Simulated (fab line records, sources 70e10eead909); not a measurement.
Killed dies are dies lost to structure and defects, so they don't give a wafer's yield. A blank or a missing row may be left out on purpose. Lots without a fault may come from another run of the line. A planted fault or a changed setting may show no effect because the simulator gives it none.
Which tool did it? | flow nand_harc | 21 lots, 63 wafers sampled, at 6 steps of a route of 1159

WHAT THE GAUGES READ, wafer by wafer
The record holds no reading of a measuring or inspecting step that can be judged against a usual standard deviation.

WHICH TOOL RAN EACH LOT (tool, then ch and the chambers of the sampled wafers, then the start)
lot  | NHARC_A_STAIRCASE_ETCH_15                     | NHARC_A_STAIRCASE_ETCH_190                    | NHARC_A_STAIRCASE_TRIM_193                    | NHARC_A_STAIRCASE_DESCUM_219       | NHARC_A_STAIRCASE_ETCH_223     | NHARC_A_STAIRCASE_TRIM_233
L074 | rie_diel-13 ch 0,1,3, day 11 03:02 or earlier | rie_diel-13 ch 0,3, day 11 03:02 or earlier   | rie_diel-13 ch 1,2,3, day 11 03:02 or earlier | rie_diel-13 ch 2,3, day 11 03:02   | rie_diel-13 ch 2,3, no start   | rie_diel-13 ch 2,3, no start
L075 | rie_diel-13 ch 1,2,3, day 11 10:32 or earlier | rie_diel-10 ch 1,3, day 11 10:32 or earlier   | rie_diel-10 ch 1,2, day 11 10:32 or earlier   | rie_diel-09 ch 0,3, day 11 10:32   | rie_diel-09 ch 1,2, no start   | rie_diel-09 ch 1,2, no start
L077 | rie_diel-09 ch 0,1,3, day 11 17:35 or earlier | rie_diel-10 ch 1,2,3, day 11 17:35 or earlier | rie_diel-10 ch 0,1,2, day 11 17:35 or earlier | rie_diel-13 ch 0,2,3, day 11 17:35 | rie_diel-13 ch 0,2, no start   | rie_diel-13 ch 0,1,2, no start
L076 | rie_diel-13 ch 1,2,3, day 11 17:14 or earlier | rie_diel-09 ch 0,3, day 11 17:14 or earlier   | rie_diel-09 ch 1,3, day 11 17:14 or earlier   | rie_diel-10 ch 1,3, day 11 17:14   | rie_diel-10 ch 0,2,3, no start | rie_diel-13 ch 1,2,3, no start
L078 | rie_diel-09 ch 1,2,3, day 11 19:02 or earlier | rie_diel-10 ch 0,1,3, day 11 19:02 or earlier | rie_diel-10 ch 2,3, day 11 19:02 or earlier   | rie_diel-13 ch 1,2,3, day 11 19:02 | rie_diel-13 ch 2,3, no start   | rie_diel-10 ch 0,1, no start
L079 | rie_diel-09 ch 1,2,3, day 12 20:49 or earlier | rie_diel-09 ch 0,1,3, day 12 20:49 or earlier | rie_diel-09 ch 0,2,3, day 12 20:49 or earlier | rie_diel-09 ch 0,1,3, day 12 20:49 | rie_diel-09 ch 0,1,3, no start | rie_diel-10 ch 0,2,3, no start
L080 | rie_diel-10 ch 1,3, day 12 22:58 or earlier   | rie_diel-10 ch 1,2,3, day 12 22:58 or earlier | rie_diel-10 ch 0,3, day 12 22:58 or earlier   | rie_diel-13 ch 0,2,3, day 12 22:58 | rie_diel-13 ch 1,2,3, no start | rie_diel-09 ch 1,3, no start
L081 | rie_diel-09 ch 1,2,3, day 13 04:44 or earlier | rie_diel-09 ch 0,1, day 13 04:44 or earlier   | rie_diel-09 ch 1,2, day 13 04:44 or earlier   | rie_diel-09 ch 2,3, day 13 04:44   | rie_diel-09 ch 0,3, no start   | rie_diel-10 ch 2,3, no start
L082 | rie_diel-09 ch 0,3, day 13 05:18 or earlier   | rie_diel-10 ch 1,2, day 13 05:18 or earlier   | rie_diel-10 ch 1,2, day 13 05:18 or earlier   | rie_diel-10 ch 0,1, day 13 05:18   | rie_diel-10 ch 0,2, no start   | rie_diel-09 ch 0,1,3, no start
L083 | rie_diel-13 ch 0,1,3, day 13 07:46 or earlier | rie_diel-09 ch 1,2, day 13 07:46 or earlier   | rie_diel-09 ch 0,2, day 13 07:46 or earlier   | rie_diel-09 ch 1,2,3, day 13 07:46 | rie_diel-09 ch 0,1,3, no start | rie_diel-09 ch 0,2,3, no start
L084 | rie_diel-09 ch 0,1,3, day 13 11:13 or earlier | rie_diel-13 ch 0,1,2, day 13 11:13 or earlier | rie_diel-13 ch 0,2,3, day 13 11:13 or earlier | rie_diel-09 ch 0,1,3, day 13 11:13 | rie_diel-09 ch 0,1,3, no start | rie_diel-09 ch 0,2,3, no start
L086 | rie_diel-13 ch 0,1, day 14 10:26 or earlier   | rie_diel-13 ch 1,2,3, day 14 10:26 or earlier | rie_diel-13 ch 0,2,3, day 14 10:26 or earlier | rie_diel-13 ch 0,2,3, day 14 10:26 | rie_diel-13 ch 0,1,3, no start | rie_diel-13 ch 0,2,3, no start
L085 | rie_diel-10 ch 0,1,3, day 14 11:46 or earlier | rie_diel-09 ch 2,3, day 14 11:46 or earlier   | rie_diel-09 ch 0,1,2, day 14 11:46 or earlier | rie_diel-09 ch 1,2,3, day 14 11:46 | rie_diel-09 ch 0,2,3, no start | rie_diel-09 ch 2,3, no start
L089 | rie_diel-10 ch 1,2,3, day 14 17:38 or earlier | rie_diel-13 ch 0,1,3, day 14 17:38 or earlier | rie_diel-13 ch 0,2, day 14 17:38 or earlier   | rie_diel-10 ch 0,2, day 14 17:38   | rie_diel-10 ch 0,1,3, no start | rie_diel-09 ch 1,2, no start
L088 | rie_diel-09 ch 0,1,3, day 14 18:13 or earlier | rie_diel-10 ch 1,2,3, day 14 18:13 or earlier | rie_diel-10 ch 0,2,3, day 14 18:13 or earlier | rie_diel-09 ch 1,2,3, day 14 18:13 | rie_diel-09 ch 0,2,3, no start | rie_diel-10 ch 0,1,2, no start
L090 | rie_diel-09 ch 0,1,2, day 15 00:50 or earlier | rie_diel-10 ch 0,3, day 15 00:50 or earlier   | rie_diel-10 ch 0,1, day 15 00:50 or earlier   | rie_diel-13 ch 0,1,3, day 15 00:50 | rie_diel-13 ch 0,2, no start   | rie_diel-10 ch 1,2, no start
L094 | rie_diel-13 ch 1,2,3, day 15 14:43 or earlier | rie_diel-13 ch 1,2, day 15 14:43 or earlier   | rie_diel-13 ch 0,1, day 15 14:43 or earlier   | rie_diel-13 ch 0,1,2, day 15 14:43 | rie_diel-13 ch 0,1,3, no start | rie_diel-13 ch 0,1,2, no start
L093 | rie_diel-10 ch 0,2,3, day 15 19:28 or earlier | rie_diel-13 ch 0,2,3, day 15 19:28 or earlier | rie_diel-13 ch 0,2,3, day 15 19:28 or earlier | rie_diel-09 ch 0,2,3, day 15 19:28 | rie_diel-09 ch 1,2,3, no start | rie_diel-09 ch 1,2,3, no start
L091 | rie_diel-10 ch 1,2,3, day 15 20:55 or earlier | rie_diel-09 ch 1,2,3, day 15 20:55 or earlier | rie_diel-09 ch 0,3, day 15 20:55 or earlier   | rie_diel-09 ch 2,3, day 15 20:55   | rie_diel-09 ch 0,3, no start   | rie_diel-09 ch 0,1,2, no start
L096 | rie_diel-13 ch 1,2, day 16 06:26 or earlier   | rie_diel-13 ch 0,1, day 16 06:26 or earlier   | rie_diel-13 ch 2,3, day 16 06:26 or earlier   | rie_diel-10 ch 0,2, day 16 06:26   | rie_diel-10 ch 0,1,2, no start | rie_diel-10 ch 1,2,3, no start
L097 | rie_diel-09 ch 2,3, day 17 05:06 or earlier   | rie_diel-09 ch 0,1,3, day 17 05:06 or earlier | rie_diel-09 ch 2,3, day 17 05:06 or earlier   | rie_diel-09 ch 2,3, day 17 05:06   | rie_diel-09 ch 0,1,2, no start | rie_diel-09 ch 1,2, no start
- NHARC_A_STAIRCASE_ETCH_15: etches the open film in C4F8/O2, target depth 100 nm, time 40.5 s.
- NHARC_A_STAIRCASE_ETCH_190: etches the open film in C4F8/O2, target depth 100 nm, time 40.5 s.
- NHARC_A_STAIRCASE_TRIM_193: chemistry O2, time 211.2 s.
- NHARC_A_STAIRCASE_DESCUM_219: chemistry O2, time 3 s.
- NHARC_A_STAIRCASE_ETCH_223: etches the open film in C4F8/O2, target depth 100 nm, time 40.5 s.
- NHARC_A_STAIRCASE_TRIM_233: chemistry O2, time 211.2 s.

WHAT THE TOOLS THEMSELVES READ (means of the sampled wafers that have a number; where no wafer has one, the mark that the record gives instead)
NHARC_A_STAIRCASE_ETCH_15. Usual: chamber_pressure_mTorr 24.998 mTorr, standard deviation 0.023; oes_product_au 0.943 a.u., standard deviation 0.011; rf_vpp_V 893 V, standard deviation 3.6.
lot  | tool        | chamber_pressure_mTorr (mTorr) | oes_product_au (a.u.) | rf_vpp_V (V) | flag
L074 | rie_diel-13 | 24.991                         | 0.953                 | 895          |
L075 | rie_diel-13 | 25.001                         | 0.956                 | 893          |
L077 | rie_diel-09 | 25.013                         | 0.955                 | 893          |
L076 | rie_diel-13 | 24.989                         | 0.947                 | 893          |
L078 | rie_diel-09 | 25.004                         | 0.938                 | 889          |
L079 | rie_diel-09 | 24.994                         | 0.946                 | 889          |
L080 | rie_diel-10 | 24.996                         | 0.946                 | 899          |
L081 | rie_diel-09 | 25.010                         | 0.946                 | 890          |
L082 | rie_diel-09 | 25.018                         | 0.936                 | 895          |
L083 | rie_diel-13 | 24.987                         | 0.948                 | 895          |
L084 | rie_diel-09 | 25.031                         | 0.950                 | 892          |
L086 | rie_diel-13 | 24.978                         | 0.948                 | 896          |
L085 | rie_diel-10 | 24.971                         | 0.938                 | 896          |
L089 | rie_diel-10 | 24.968                         | 0.933                 | 896          |
L088 | rie_diel-09 | 24.971                         | 0.949                 | 893          |
L090 | rie_diel-09 | 25.005                         | 0.952                 | 892          |
L094 | rie_diel-13 | 24.999                         | 0.937                 | 893          |
L093 | rie_diel-10 | 25.014                         | 0.934                 | 892          |
L091 | rie_diel-10 | 24.980                         | 0.934                 | 896          |
L096 | rie_diel-13 | 25.000                         | 0.950                 | 893          |
L097 | rie_diel-09 | 25.004                         | 0.924                 | 888          |

NHARC_A_STAIRCASE_ETCH_190. Usual: chamber_pressure_mTorr 24.999 mTorr, standard deviation 0.021; oes_product_au 0.941 a.u., standard deviation 0.012; rf_vpp_V 893 V, standard deviation 3.7.
lot  | tool        | chamber_pressure_mTorr (mTorr) | oes_product_au (a.u.) | rf_vpp_V (V) | flag
L074 | rie_diel-13 | 25.009                         | 0.954                 | 896          |
L075 | rie_diel-10 | 25.000                         | 0.940                 | 898          |
L077 | rie_diel-10 | 24.988                         | 0.946                 | 896          |
L076 | rie_diel-09 | 25.001                         | 0.946                 | 894          |
L078 | rie_diel-10 | 25.001                         | 0.933                 | 896          |
L079 | rie_diel-09 | 24.989                         | 0.955                 | 893          |
L080 | rie_diel-10 | 24.997                         | 0.953                 | 896          |
L081 | rie_diel-09 | 24.976                         | 0.939                 | 894          |
L082 | rie_diel-10 | 25.008                         | 0.933                 | 898          |
L083 | rie_diel-09 | 25.023                         | 0.933                 | 890          |
L084 | rie_diel-13 | 24.994                         | 0.942                 | 893          |
L086 | rie_diel-13 | 25.002                         | 0.942                 | 893          |
L085 | rie_diel-09 | 24.989                         | 0.936                 | 889          |
L089 | rie_diel-13 | 25.015                         | 0.939                 | 895          |
L088 | rie_diel-10 | 25.012                         | 0.944                 | 895          |
L090 | rie_diel-10 | 25.018                         | 0.925                 | 892          |
L094 | rie_diel-13 | 25.018                         | 0.933                 | 891          |
L093 | rie_diel-13 | 24.999                         | 0.949                 | 894          |
L091 | rie_diel-09 | 24.994                         | 0.944                 | 889          |
L096 | rie_diel-13 | 25.012                         | 0.934                 | 894          |
L097 | rie_diel-09 | 25.008                         | 0.942                 | 892          |

NHARC_A_STAIRCASE_TRIM_193. Usual: chamber_pressure_mTorr 60.00 mTorr, standard deviation 0.053; drypump_motor_current_A 6.0 A, standard deviation 0.48; oes_product_au 1.001 a.u., standard deviation 0.0084; rf_vpp_V 57.6 V, standard deviation 0.82; showerhead_plenum_p_Torr 3.44 Torr, standard deviation 0.098; throttle_valve_pct 17.036 %, standard deviation 0.0091.
lot  | tool        | chamber_pressure_mTorr (mTorr) | drypump_motor_current_A (A) | oes_product_au (a.u.) | rf_vpp_V (V) | showerhead_plenum_p_Torr (Torr) | throttle_valve_pct (%) | flag
L074 | rie_diel-13 | 60.02                          | 6.3                         | 1.012                 | 57.7         | 3.45                            | 17.032                 |
L075 | rie_diel-10 | 59.99                          | 5.3                         | 0.994                 | 58.8         | 3.60                            | 17.042                 |
L077 | rie_diel-10 | 60.03                          | 5.4                         | 1.006                 | 57.0         | 3.51                            | 17.032                 |
L076 | rie_diel-09 | 60.04                          | 6.5                         | 1.007                 | 57.3         | 3.36                            | 17.024                 |
L078 | rie_diel-10 | 59.95                          | 5.3                         | 1.000                 | 58.1         | 3.44                            | 17.038                 |
L079 | rie_diel-09 | 59.96                          | 6.3                         | 0.999                 | 56.8         | 3.42                            | 17.040                 |
L080 | rie_diel-10 | 60.01                          | 5.8                         | 1.009                 | 57.9         | 3.47                            | 17.026                 |
L081 | rie_diel-09 | 59.98                          | 6.4                         | 1.000                 | 57.8         | 3.37                            | 17.030                 |
L082 | rie_diel-10 | 59.95                          | 5.2                         | 0.992                 | 57.8         | 3.50                            | 17.030                 |
L083 | rie_diel-09 | 59.99                          | 5.9                         | 0.991                 | 57.9         | 3.49                            | 17.033                 |
L084 | rie_diel-13 | 59.98                          | 6.0                         | 1.002                 | 57.5         | 3.45                            | 17.047                 |
L086 | rie_diel-13 | 59.98                          | 5.9                         | 1.001                 | 57.6         | 3.45                            | 17.036                 |
L085 | rie_diel-09 | 59.99                          | 6.1                         | 0.986                 | 58.2         | 3.43                            | 17.040                 |
L089 | rie_diel-13 | 59.97                          | 5.8                         | 1.003                 | 58.6         | 3.47                            | 17.037                 |
L088 | rie_diel-10 | 60.02                          | 5.5                         | 0.995                 | 57.1         | 3.43                            | 17.040                 |
L090 | rie_diel-10 | 60.01                          | 5.6                         | 0.992                 | 57.9         | 3.49                            | 17.029                 |
L094 | rie_diel-13 | 59.99                          | 6.3                         | 0.997                 | 57.1         | 3.49                            | 17.032                 |
L093 | rie_diel-13 | 60.02                          | 5.9                         | 0.996                 | 57.7         | 3.44                            | 17.039                 |
L091 | rie_diel-09 | 59.97                          | 6.3                         | 1.000                 | 57.7         | 3.39                            | 17.043                 |
L096 | rie_diel-13 | 59.93                          | 6.0                         | 0.995                 | 57.1         | 3.38                            | 17.040                 |
L097 | rie_diel-09 | 60.00                          | 6.5                         | 0.999                 | 57.0         | 3.33                            | 17.040                 |

NHARC_A_STAIRCASE_DESCUM_219. Usual: chamber_pressure_mTorr 60.00 mTorr, standard deviation 0.057; drypump_motor_current_A 6.1 A, standard deviation 0.43; oes_product_au 1.002 a.u., standard deviation 0.0099; rf_vpp_V 57.4 V, standard deviation 0.85; showerhead_plenum_p_Torr 1.86 Torr, standard deviation 0.055; throttle_valve_pct 11.313 %, standard deviation 0.0091.
lot  | tool        | chamber_pressure_mTorr (mTorr) | drypump_motor_current_A (A) | oes_product_au (a.u.) | rf_vpp_V (V) | showerhead_plenum_p_Torr (Torr) | throttle_valve_pct (%) | flag
L074 | rie_diel-13 | 59.99                          | 6.0                         | 1.019                 | 57.2         | 1.84                            | 11.317                 |
L075 | rie_diel-09 | 60.02                          | 5.9                         | 1.009                 | 57.5         | 1.89                            | 11.318                 |
L077 | rie_diel-13 | 59.97                          | 5.9                         | 1.009                 | 57.1         | 1.87                            | 11.319                 |
L076 | rie_diel-10 | 59.97                          | 5.7                         | 1.008                 | 57.5         | 1.94                            | 11.311                 |
L078 | rie_diel-13 | 60.03                          | 6.2                         | 1.011                 | 57.4         | 1.86                            | 11.319                 |
L079 | rie_diel-09 | 60.02                          | 6.1                         | 0.999                 | 57.0         | 1.86                            | 11.321                 |
L080 | rie_diel-13 | 59.96                          | 5.9                         | 1.003                 | 56.7         | 1.87                            | 11.314                 |
L081 | rie_diel-09 | 59.94                          | 6.5                         | 0.986                 | 57.3         | 1.81                            | 11.307                 |
L082 | rie_diel-10 | 60.03                          | 5.5                         | 0.999                 | 58.4         | 1.95                            | 11.316                 |
L083 | rie_diel-09 | 59.97                          | 6.4                         | 1.000                 | 56.7         | 1.82                            | 11.311                 |
L084 | rie_diel-09 | 59.99                          | 6.1                         | 1.004                 | 58.1         | 1.86                            | 11.306                 |
L086 | rie_diel-13 | 60.00                          | 5.9                         | 1.011                 | 56.7         | 1.86                            | 11.314                 |
L085 | rie_diel-09 | 59.99                          | 6.4                         | 1.000                 | 57.5         | 1.81                            | 11.304                 |
L089 | rie_diel-10 | 59.99                          | 5.5                         | 0.993                 | 58.1         | 1.83                            | 11.308                 |
L088 | rie_diel-09 | 59.99                          | 6.4                         | 1.005                 | 57.2         | 1.81                            | 11.303                 |
L090 | rie_diel-13 | 60.04                          | 6.2                         | 1.010                 | 57.9         | 1.89                            | 11.318                 |
L094 | rie_diel-13 | 59.98                          | 6.1                         | 0.993                 | 57.7         | 1.87                            | 11.315                 |
L093 | rie_diel-09 | 60.06                          | 6.2                         | 0.993                 | 57.1         | 1.84                            | 11.303                 |
L091 | rie_diel-09 | 60.00                          | 6.5                         | 0.996                 | 57.4         | 1.80                            | 11.311                 |
L096 | rie_diel-10 | 59.95                          | 5.5                         | 0.980                 | 57.8         | 1.83                            | 11.319                 |
L097 | rie_diel-09 | 60.01                          | 6.5                         | 1.000                 | 57.1         | 1.80                            | 11.319                 |

NHARC_A_STAIRCASE_ETCH_223. Usual: chamber_pressure_mTorr 25.004 mTorr, standard deviation 0.024; oes_product_au 0.942 a.u., standard deviation 0.01; rf_vpp_V 893 V, standard deviation 3.5.
lot  | tool        | chamber_pressure_mTorr (mTorr) | oes_product_au (a.u.) | rf_vpp_V (V) | flag
L074 | rie_diel-13 | 25.002                         | 0.951                 | 893          |
L075 | rie_diel-09 | 25.010                         | 0.936                 | 890          |
L077 | rie_diel-13 | 24.993                         | 0.953                 | 892          |
L076 | rie_diel-10 | 24.990                         | 0.940                 | 892          |
L078 | rie_diel-13 | 25.057                         | 0.936                 | 894          |
L079 | rie_diel-09 | 25.005                         | 0.936                 | 892          |
L080 | rie_diel-13 | 24.988                         | 0.949                 | 893          |
L081 | rie_diel-09 | 25.016                         | 0.941                 | 894          |
L082 | rie_diel-10 | 24.990                         | 0.950                 | 892          |
L083 | rie_diel-09 | 25.005                         | 0.953                 | 891          |
L084 | rie_diel-09 | 24.983                         | 0.959                 | 892          |
L086 | rie_diel-13 | 25.017                         | 0.951                 | 895          |
L085 | rie_diel-09 | 25.013                         | 0.943                 | 892          |
L089 | rie_diel-10 | 24.992                         | 0.954                 | 896          |
L088 | rie_diel-09 | 25.022                         | 0.940                 | 892          |
L090 | rie_diel-13 | 24.987                         | 0.948                 | 894          |
L094 | rie_diel-13 | 24.979                         | 0.939                 | 895          |
L093 | rie_diel-09 | 25.019                         | 0.928                 | 889          |
L091 | rie_diel-09 | 24.986                         | 0.937                 | 891          |
L096 | rie_diel-10 | 24.983                         | 0.942                 | 895          |
L097 | rie_diel-09 | 24.984                         | 0.935                 | 892          |

NHARC_A_STAIRCASE_TRIM_233. Usual: chamber_pressure_mTorr 60.00 mTorr, standard deviation 0.056; drypump_motor_current_A 6.0 A, standard deviation 0.48; oes_product_au 0.999 a.u., standard deviation 0.0086; rf_vpp_V 57.6 V, standard deviation 0.84; showerhead_plenum_p_Torr 3.44 Torr, standard deviation 0.1; throttle_valve_pct 17.037 %, standard deviation 0.0085.
lot  | tool        | chamber_pressure_mTorr (mTorr) | drypump_motor_current_A (A) | oes_product_au (a.u.) | rf_vpp_V (V) | showerhead_plenum_p_Torr (Torr) | throttle_valve_pct (%) | flag
L074 | rie_diel-13 | 60.02                          | 6.0                         | 1.013                 | 57.5         | 3.41                            | 17.036                 |
L075 | rie_diel-09 | 60.04                          | 6.3                         | 0.999                 | 56.6         | 3.39                            | 17.044                 |
L077 | rie_diel-13 | 60.00                          | 6.1                         | 1.012                 | 57.2         | 3.46                            | 17.037                 |
L076 | rie_diel-13 | 59.96                          | 6.2                         | 1.005                 | 57.9         | 3.44                            | 17.036                 |
L078 | rie_diel-10 | 60.00                          | 5.6                         | 1.005                 | 57.8         | 3.50                            | 17.036                 |
L079 | rie_diel-10 | 59.95                          | 5.5                         | 0.990                 | 57.1         | 3.43                            | 17.041                 |
L080 | rie_diel-09 | 60.00                          | 6.3                         | 1.008                 | 57.6         | 3.38                            | 17.031                 |
L081 | rie_diel-10 | 59.98                          | 5.3                         | 0.998                 | 56.9         | 3.43                            | 17.042                 |
L082 | rie_diel-09 | 59.99                          | 6.2                         | 1.004                 | 58.2         | 3.43                            | 17.037                 |
L083 | rie_diel-09 | 60.01                          | 6.2                         | 0.997                 | 57.6         | 3.41                            | 17.043                 |
L084 | rie_diel-09 | 60.00                          | 6.2                         | 0.997                 | 57.4         | 3.41                            | 17.036                 |
L086 | rie_diel-13 | 60.03                          | 5.9                         | 1.002                 | 57.8         | 3.45                            | 17.043                 |
L085 | rie_diel-09 | 60.00                          | 6.5                         | 0.991                 | 58.2         | 3.34                            | 17.039                 |
L089 | rie_diel-09 | 60.03                          | 6.4                         | 0.987                 | 57.2         | 3.36                            | 17.032                 |
L088 | rie_diel-10 | 60.02                          | 5.4                         | 0.996                 | 58.1         | 3.49                            | 17.039                 |
L090 | rie_diel-10 | 59.97                          | 5.2                         | 1.001                 | 57.3         | 3.49                            | 17.030                 |
L094 | rie_diel-13 | 59.96                          | 6.1                         | 1.006                 | 58.1         | 3.45                            | 17.042                 |
L093 | rie_diel-09 | 60.00                          | 6.4                         | 1.001                 | 57.4         | 3.34                            | 17.044                 |
L091 | rie_diel-09 | 60.00                          | 6.1                         | 0.994                 | 57.9         | 3.42                            | 17.038                 |
L096 | rie_diel-10 | 60.01                          | 5.4                         | 1.004                 | 58.0         | 3.52                            | 17.035                 |
L097 | rie_diel-09 | 59.98                          | 6.4                         | 0.996                 | 56.9         | 3.35                            | 17.039                 |

THE ANSWER, worked out from the rows above alone
Rule: a lot is off if the mean of its wafers that have a number lies more than 3 standard deviations from the usual mean. A lot without any number at a reading at which 4 lots or more have one is off too. The other lots that the step has rows for count as sound. The gauges are gone through in route order, then the tools' own readings, and for those a lot's mean is taken as printed above. The first step at which some lot is off is used, and at that step the reading that is off furthest; a lot without a number counts as furthest.
No lot is off at any reading shown: from this, nothing can be told.

WHAT THE SIMULATOR HAD PUT IN
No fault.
